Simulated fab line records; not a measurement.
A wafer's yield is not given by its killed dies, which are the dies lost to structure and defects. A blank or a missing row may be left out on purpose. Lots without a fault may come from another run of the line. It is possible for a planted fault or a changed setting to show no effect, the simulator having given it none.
The tool behind it: which one? | flow nandHarc | Sampling: 14 lots, 42 wafers, 4 of 1302 route steps

WHAT THE GAUGES SHOWED, per wafer
No reading from a measuring or inspecting step in the record can be judged against a usual standard deviation.

WHAT TOOL EACH LOT RAN ON (gives the tool, then ch and the chambers of the sampled wafers, and finally the start)
lot  | NHARC_A_STAIRCASE_ETCHBACK_422    | NHARC_A_SGD_CUT_ETCH_58           | NHARC_A_SGD_CUT_ETCH_16                      | NHARC_A_SLIT_DEP_23
L588 | rieDiel-03 ch 0,1,3, day 19 07:57 | rieDiel-07 ch 0,1,2, day 19 10:13 | rieDiel-07 ch 0,1,3, day 19 23:02 or earlier | pecvd-02 ch 0,1, day 19 23:02
L587 | rieDiel-13 ch 0,1,3, day 19 08:17 | rieDiel-05 ch 0,1,3, day 19 10:35 | rieDiel-05 ch 0,2,3, day 19 21:56 or earlier | pecvd-01 ch 0,1,2, day 19 21:56
L589 | rieDiel-03 ch 0,1,2, day 19 23:46 | rieDiel-04 ch 0,3, day 20 01:58   | rieDiel-04 ch 0,2, day 20 12:49 or earlier   | pecvd-01 ch 0,2, day 20 12:49
L592 | rieDiel-13 ch 0,1,3, day 21 12:22 | rieDiel-07 ch 0,1,3, day 21 14:52 | rieDiel-07 ch 2,3, day 22 02:58 or earlier   | pecvd-04 ch 0,1, day 22 02:58
L596 | rieDiel-03 ch 0,1,2, day 22 03:02 | rieDiel-04 ch 1,2,3, day 22 05:20 | rieDiel-04 ch 0,1, day 22 18:56 or earlier   | pecvd-02 ch 1,2, day 22 18:56
L595 | rieDiel-02 ch 1,2,3, day 22 03:44 | rieDiel-05 ch 1,2, day 22 06:03   | rieDiel-05 ch 1,2, day 22 21:46 or earlier   | pecvd-01 ch 0,1, day 22 21:46
L597 | rieDiel-02 ch 0,2,3, day 23 05:23 | rieDiel-05 ch 0,1, day 23 07:46   | rieDiel-05 ch 1,3, day 23 21:05 or earlier   | pecvd-02 ch 0,2, day 23 21:05
L598 | rieDiel-13 ch 0,1,2, day 23 05:32 | rieDiel-05 ch 0,1,3, day 23 08:05 | rieDiel-05 ch 0,1,3, day 23 20:18 or earlier | pecvd-02 ch 0,1, day 23 20:18
L600 | rieDiel-03 ch 0,1,2, day 24 03:21 | rieDiel-07 ch 0,1,2, day 24 06:03 | rieDiel-07 ch 1,2, day 24 21:34 or earlier   | pecvd-01 ch 0,1, day 24 21:34
L601 | rieDiel-13 ch 1,2, day 25 02:32   | rieDiel-05 ch 1,2,3, day 25 05:01 | rieDiel-05 ch 0,2, no start                  | -
L604 | rieDiel-03 ch 1,2, day 26 07:56   | rieDiel-05 ch 0,1, day 26 10:20   | rieDiel-05 ch 0,1,3, no start                | -
L603 | rieDiel-13 ch 0,1,3, day 26 08:14 | rieDiel-04 ch 0,1,3, day 26 10:34 | rieDiel-04 ch 0,1,3, day 26 21:21 or earlier | pecvd-04 ch 0,1,2, day 26 21:21
L607 | rieDiel-02 ch 0,2,3, day 27 15:46 | rieDiel-07 ch 0,1,3, day 27 18:10 | rieDiel-07 ch 0,1,3, day 28 07:45 or earlier | pecvd-04 ch 0,1, day 28 07:45
L610 | rieDiel-02 ch 0,1,2, day 28 18:37 | rieDiel-04 ch 0,2,3, day 28 20:56 | rieDiel-04 ch 0,2,3, day 29 09:38 or earlier | pecvd-02 ch 0,1,2, day 29 09:38
- NHARC_A_STAIRCASE_ETCHBACK_422: etches the open film in CH3F/O2, target depth 40 nm, time 74.286 s.
- NHARC_A_SGD_CUT_ETCH_58: etches the open film in CF4, target depth 39 nm, time 65 s.
- NHARC_A_SGD_CUT_ETCH_16: etches the open film in C4F8/O2/Ar, target depth 310.5 nm, time 155.2 s.
- NHARC_A_SLIT_DEP_23: deposits SiON, target thk 100 nm.

AS READ BY THE TOOLS THEMSELVES (means over the sampled wafers that have a number; for cases with no such wafer, the mark the record gives instead)
NHARC_A_STAIRCASE_ETCHBACK_422. Usual: drypumpMotorCurrentA 5.9 A, standard deviation 0.31; oesProductAu 0.95 a.u., standard deviation 0.037; rfVppV 244.0 V, standard deviation 1.8; showerheadPlenumPTorr 2.43 Torr, standard deviation 0.11; throttleValvePct 20.664 %, standard deviation 0.0086.
lot  | tool       | drypumpMotorCurrentA (A) | oesProductAu (a.u.) | rfVppV (V) | showerheadPlenumPTorr (Torr) | throttleValvePct (%) | flag
L588 | rieDiel-03 | 5.9                      | 0.92                | 244.5      | 2.52                         | 20.664               | 
L587 | rieDiel-13 | 5.8                      | 0.93                | 245.0      | 2.44                         | 20.664               | 
L589 | rieDiel-03 | 6.0                      | 0.92                | 243.7      | 2.44                         | 20.664               | 
L592 | rieDiel-13 | 5.9                      | 0.92                | 243.9      | 2.44                         | 20.665               | 
L596 | rieDiel-03 | 6.0                      | 0.92                | 243.8      | 2.43                         | 20.670               | 
L595 | rieDiel-02 | 5.8                      | 0.92                | 243.3      | 2.42                         | 20.662               | 
L597 | rieDiel-02 | 5.6                      | 0.93                | 242.3      | 2.33                         | 20.660               | 
L598 | rieDiel-13 | 5.8                      | 1.01                | 243.3      | 2.39                         | 20.664               | 
L600 | rieDiel-03 | 6.0                      | 1.01                | 245.1      | 2.55                         | 20.666               | 
L601 | rieDiel-13 | 5.8                      | 0.95                | 244.1      | 2.40                         | 20.666               | 
L604 | rieDiel-03 | 6.0                      | 0.94                | 246.9      | 2.63                         | 20.658               | 
L603 | rieDiel-13 | 5.9                      | 0.93                | 244.8      | 2.42                         | 20.670               | 
L607 | rieDiel-02 | 5.6                      | 0.93                | 242.2      | 2.32                         | 20.662               | 
L610 | rieDiel-02 | 5.8                      | 0.91                | 243.5      | 2.40                         | 20.662               | 

NHARC_A_SGD_CUT_ETCH_58. Usual: for biasW, 100.03 W with a standard deviation of 0.3; for cf4FlowSccm, 150.0 sccm with a standard deviation of 0.47; for drypumpMotorCurrentA, 5.7 A with a standard deviation of 0.33; for oesProductAu, 1.002 a.u. with a standard deviation of 0.015; for rfVppV, 150.9 V with a standard deviation of 1.1; for showerheadPlenumPTorr, 1.75 Torr with a standard deviation of 0.061; for throttleValvePct, 13.284 % with a standard deviation of 0.0088.
lot  | tool       | biasW (W) | cf4FlowSccm (sccm) | drypumpMotorCurrentA (A) | oesProductAu (a.u.) | rfVppV (V) | showerheadPlenumPTorr (Torr) | throttleValvePct (%) | flag
L588 | rieDiel-07 | 99.98     | 149.7              | 5.4                      | 1.010               | 149.8      | 1.77                         | 13.279               | 
L587 | rieDiel-05 | 99.66     | 150.1              | 5.8                      | 0.988               | 150.4      | 1.72                         | 13.288               | 
L589 | rieDiel-04 | 100.07    | 149.8              | 6.1                      | 1.008               | 150.9      | 1.73                         | 13.289               | 
L592 | rieDiel-07 | 99.86     | 149.8              | 5.4                      | 1.009               | 151.2      | 1.76                         | 13.285               | 
L596 | rieDiel-04 | 100.03    | 150.0              | 6.0                      | 1.000               | 151.5      | 1.78                         | 13.280               | 
L595 | rieDiel-05 | 100.15    | 149.8              | 5.7                      | 0.995               | 151.3      | 1.80                         | 13.287               | 
L597 | rieDiel-05 | 100.32    | 150.1              | 6.0                      | 0.990               | 149.9      | 1.75                         | 13.281               | 
L598 | rieDiel-05 | 99.97     | 150.1              | 5.8                      | 0.989               | 150.6      | 1.72                         | 13.280               | 
L600 | rieDiel-07 | 100.19    | 150.3              | 5.3                      | 1.019               | 150.6      | 1.77                         | 13.286               | 
L601 | rieDiel-05 | -         | -                  | -                        | -                   | -          | -                            | -                    | OFF
L604 | rieDiel-05 | -         | -                  | -                        | -                   | -          | -                            | -                    | OFF
L603 | rieDiel-04 | 100.19    | 150.1              | 5.9                      | 1.003               | 151.2      | 1.76                         | 13.285               | 
L607 | rieDiel-07 | 99.89     | 149.9              | 5.4                      | 1.010               | 151.3      | 1.75                         | 13.285               | 
L610 | rieDiel-04 | 100.05    | 149.4              | 6.0                      | 1.010               | 151.3      | 1.74                         | 13.291               | 

NHARC_A_SGD_CUT_ETCH_16. Usual: biasW 799.8 W, standard deviation 2.6; chamberPressureMTorr 24.999 mTorr, standard deviation 0.023; oesProductAu 0.974 a.u., standard deviation 0.018; rfVppV 722 V, standard deviation 3.7.
lot  | tool       | biasW (W) | chamberPressureMTorr (mTorr) | oesProductAu (a.u.) | rfVppV (V) | flag
L588 | rieDiel-07 | 799.7     | 24.994                       | 0.984               | 722        | 
L587 | rieDiel-05 | 800.6     | 24.996                       | 0.946               | 723        | 
L589 | rieDiel-04 | 801.3     | 24.992                       | 0.962               | 720        | 
L592 | rieDiel-07 | 801.9     | 24.983                       | 1.001               | 720        | 
L596 | rieDiel-04 | 801.1     | 24.987                       | 0.975               | 725        | 
L595 | rieDiel-05 | 797.2     | 24.985                       | 0.971               | 725        | 
L597 | rieDiel-05 | 800.0     | 25.007                       | 0.978               | 720        | 
L598 | rieDiel-05 | 798.9     | 25.008                       | 0.963               | 721        | 
L600 | rieDiel-07 | 799.8     | 25.014                       | 0.994               | 721        | 
L601 | rieDiel-05 | 800.9     | 24.973                       | 0.974               | 725        | 
L604 | rieDiel-05 | 799.3     | 24.986                       | 0.976               | 720        | 
L603 | rieDiel-04 | 800.0     | 25.003                       | 0.980               | 723        | 
L607 | rieDiel-07 | 799.8     | 25.023                       | 0.973               | 722        | 
L610 | rieDiel-04 | 800.9     | 24.990                       | 0.980               | 722        | 

NHARC_A_SLIT_DEP_23. Usual: 769 W for heaterPowerW, sd 97.
lot  | tool     | heaterPowerW (W) | flag
L588 | pecvd-02 | 747              | 
L587 | pecvd-01 | 732              | 
L589 | pecvd-01 | 836              | 
L592 | pecvd-04 | 923              | 
L596 | pecvd-02 | 784              | 
L595 | pecvd-01 | 682              | 
L597 | pecvd-02 | 823              | 
L598 | pecvd-02 | 756              | 
L600 | pecvd-01 | 625              | 
L603 | pecvd-04 | 815              | 
L607 | pecvd-04 | 898              | 
L610 | pecvd-02 | 826              | 

THE ANSWER, worked out from the rows above alone
Rule: take the mean of a lot's wafers that have a number; if it is more than 3 standard deviations from the usual mean, the lot is off. Also off: a lot with no number at a reading for which 4 or more lots have one. Where the step has rows for the other lots, those lots are counted as sound. After the gauges, taken in route order, come the tools' own readings; for these a lot's mean is taken, as printed above. At the first step where some lot is off, the reading lying furthest off is the one used; lots without a number count as furthest.
Off, at NHARC_A_SGD_CUT_ETCH_58 on biasW: L601, L604. Without a number there: L601, L604.
A tool fits if, at that step or a process step before it, it ran every lot that is off, and no sound lot after the first of them. One candidate fits, namely rieDiel-05 at NHARC_A_SGD_CUT_ETCH_58. A fault onset in the window from L598 (day 23 08:05, its last sound lot) to L601 (day 25 05:01, its first lot off) fits.
Blank at NHARC_A_SGD_CUT_ETCH_58 on the lots that are off, where sound lots have numbers: biasW, cf4FlowSccm, drypumpMotorCurrentA, oesProductAu, rfVppV, showerheadPlenumPTorr, throttleValvePct.

WHAT WAS PUT IN BY THE SIMULATOR
Whole step skipped at NHARC_A_SGD_CUT_ETCH_58 on rieDiel-05, starting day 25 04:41. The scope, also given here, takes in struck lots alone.
Struck lots among those shown: L601, L604. Same finding as the rule above.
